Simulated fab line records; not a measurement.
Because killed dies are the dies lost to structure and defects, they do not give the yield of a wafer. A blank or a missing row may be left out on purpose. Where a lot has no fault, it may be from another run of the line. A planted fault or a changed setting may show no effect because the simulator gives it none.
Which tool is to blame? / flow n5 finfet / 36 wafers from 12 lots sampled at 2 of the route's 1938 steps

## WHAT THE GAUGES SHOWED, per wafer
N5_BEOL_M14_THK_MEAS_50: measures by xrf.
lot=L076; measured=day 10 05:33; on=film metro-01; M14_THK (nm)=534 560 538
lot=L077; measured=day 11 01:27; on=film metro-01; M14_THK (nm)=559 539 540
lot=L079; measured=day 11 16:28; on=film metro-02; M14_THK (nm)=577 495 541
lot=L085; measured=day 14 23:40; on=film metro-01; M14_THK (nm)=543 541 567
lot=L080; measured=day 15 05:15; on=film metro-01; M14_THK (nm)=560 557 538
lot=L084; measured=day 15 09:02; on=film metro-01; M14_THK (nm)=495 527 566
lot=L087; measured=day 15 20:23; on=film metro-02; M14_THK (nm)=532 561 533
lot=L090; measured=day 15 21:18; on=film metro-02; M14_THK (nm)=484 485 566
lot=L092; measured=day 16 01:37; on=film metro-01; M14_THK (nm)=523 528 493
lot=L095; measured=day 16 22:58; on=film metro-01; M14_THK (nm)=572 571 528
lot=L096; measured=day 17 11:49; on=film metro-01; M14_THK (nm)=556 548 552
lot=L097; measured=day 17 23:13; on=film metro-02; M14_THK (nm)=536 542 549

## TOOL THAT RAN EACH LOT (tool first, then ch and the chambers of the sampled wafers, then the start)
lot=L076; N5_BEOL_M14_SPUTTER_43=pvd sputter-01, day 10 04:29
lot=L077; N5_BEOL_M14_SPUTTER_43=pvd sputter-01, day 11 00:21
lot=L079; N5_BEOL_M14_SPUTTER_43=pvd sputter-01, day 11 15:25
lot=L085; N5_BEOL_M14_SPUTTER_43=pvd sputter-02, day 14 22:36
lot=L080; N5_BEOL_M14_SPUTTER_43=pvd sputter-01, day 15 04:09
lot=L084; N5_BEOL_M14_SPUTTER_43=pvd sputter-01, day 15 07:46
lot=L087; N5_BEOL_M14_SPUTTER_43=pvd sputter-03, day 15 19:19
lot=L090; N5_BEOL_M14_SPUTTER_43=pvd sputter-02, day 15 19:59
lot=L092; N5_BEOL_M14_SPUTTER_43=pvd sputter-03, day 15 23:49
lot=L095; N5_BEOL_M14_SPUTTER_43=pvd sputter-01, day 16 21:51
lot=L096; N5_BEOL_M14_SPUTTER_43=pvd sputter-03, day 17 10:46
lot=L097; N5_BEOL_M14_SPUTTER_43=pvd sputter-03, day 17 22:09
- N5_BEOL_M14_SPUTTER_43: material TaN, target thk 15 nm, time 24.19 s.

## THE ANSWER, worked out from the rows above alone
Rule: what is usual is taken from the lots themselves. The widest of any qualifying gaps counts: lots, ordered by their means at a reading, are off when they make up no more than a third of the lots, leave a main group of 4 or more, and stand apart from it by 3 or more times the standard deviation of that group's means. The tables above print the reading to a certain number of digits; a main group whose means all agree to those digits is not used. A lot without any number at a reading at which 4 lots or more have one is off too. Where the step has rows for the other lots, those lots are counted as sound.
No lot is off on any of the readings shown, so nothing can be concluded from this.

## WHAT THE SIMULATOR PUT IN
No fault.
